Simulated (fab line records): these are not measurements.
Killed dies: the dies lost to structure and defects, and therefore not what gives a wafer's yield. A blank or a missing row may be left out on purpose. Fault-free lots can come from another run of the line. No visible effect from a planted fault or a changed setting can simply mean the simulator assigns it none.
Which tool did it? | flow nand-harc | 36 wafers from 12 lots sampled at 4 of the route's 1159 steps

WHAT EACH GAUGE READ, for each wafer
NHARC_P_CONTACT_OVL_MEAS_13.
lot  | measured     | on         | overlay-x-nm (nm)
L076 | day 6 01:55  | overlay-02 | 0.2 -0.4 0.4
L078 | day 6 06:10  | overlay-01 | -0.4 -0.3 -0.3
L079 | day 6 18:27  | overlay-01 | 0.8 0.4 0.1
L081 | day 7 09:18  | overlay-01 | -1.1 -0.2 -0.4
L083 | day 7 16:04  | overlay-02 | 1.3 0.5 0.4
L088 | day 8 17:03  | overlay-02 | -1.0 -1.5 -0.9
L086 | day 8 18:01  | overlay-02 | 0.0 -0.4 0.3
L089 | day 9 12:14  | overlay-02 | -0.2 -0.4 -0.1
L091 | day 9 17:23  | overlay-01 | -0.9 -1.6 -0.6
L092 | day 10 07:45 | overlay-01 | 1.0 0.9 0.3
L094 | day 10 16:27 | overlay-02 | -0.2 0.3 0.0
L097 | day 11 08:31 | overlay-02 | 0.1 0.2 0.4

WHAT TOOL EACH LOT RAN ON (gives the tool, then ch and the chambers of the sampled wafers, and finally the start)
lot  | NHARC_P_GATE_STRIP_108            | NHARC_P_GATE_DESCUM_48             | NHARC_P_GATE_RTA_82
L076 | rie-diel-04 ch 0,2,3, day 5 06:10 | rie-diel-05 ch 0,3, day 5 17:51    | rtp-anneal-02 ch 0, day 6 00:07
L078 | rie-diel-05 ch 0,1,3, day 5 10:32 | rie-diel-07 ch 0,1, day 5 21:54    | rtp-anneal-01 ch 0, day 6 04:16
L079 | rie-diel-05 ch 2,3, day 5 22:54   | rie-diel-07 ch 0,2, day 6 10:12    | rtp-anneal-01 ch 0, day 6 16:34
L081 | rie-diel-04 ch 0,1,3, day 6 13:56 | rie-diel-07 ch 0,1,2, day 7 01:13  | rtp-anneal-01 ch 0, day 7 07:25
L083 | rie-diel-05 ch 0,1,2, day 6 20:01 | rie-diel-04 ch 0,1,2, day 7 07:22  | rtp-anneal-01 ch 0, day 7 14:10
L088 | rie-diel-04 ch 2,3, day 7 21:34   | rie-diel-04 ch 0,3, day 8 08:53    | rtp-anneal-01 ch 0, day 8 15:11
L086 | rie-diel-04 ch 1,2,3, day 7 22:14 | rie-diel-05 ch 1,2, day 8 09:28    | rtp-anneal-01 ch 0, day 8 16:08
L089 | rie-diel-05 ch 0,2, day 8 16:40   | rie-diel-04 ch 0,1, day 9 03:59    | rtp-anneal-01 ch 0, day 9 10:19
L091 | rie-diel-07 ch 0,2,3, day 8 22:01 | rie-diel-04 ch 0,3, day 9 09:12    | rtp-anneal-02 ch 0, day 9 15:34
L092 | rie-diel-07 ch 0,1,2, day 9 11:25 | rie-diel-04 ch 0,3, day 9 22:47    | rtp-anneal-01 ch 0, day 10 05:55
L094 | rie-diel-04 ch 0,2,3, day 9 20:28 | rie-diel-04 ch 1,2,3, day 10 07:48 | rtp-anneal-01 ch 0, day 10 14:25
L097 | rie-diel-04 ch 2,3, day 10 12:38  | rie-diel-07 ch 0,1, day 10 23:59   | rtp-anneal-02 ch 0, day 11 06:29
- NHARC_P_GATE_STRIP_108: strips in O2.
- NHARC_P_GATE_DESCUM_48: chemistry O2, time 3 s.
- NHARC_P_GATE_RTA_82: time 30 s.

THE ANSWER, worked out from the rows above alone
Rule: the usual values come from the lots themselves. The widest of any qualifying gaps counts: lots, ordered by their means at a reading, are off when they make up no more than a third of the lots, leave a main group of 4 or more, and stand apart from it by 3 or more times the standard deviation of that group's means. The tables above print the reading to a certain number of digits; a main group whose means all agree to those digits is not used. Also off: a lot with no number at a reading for which 4 or more lots have one. Where the step has rows for the other lots, those lots are counted as sound.
Across all readings shown, no lot is off: no conclusion can be drawn from this.

WHAT THE SIMULATOR HAD PUT IN
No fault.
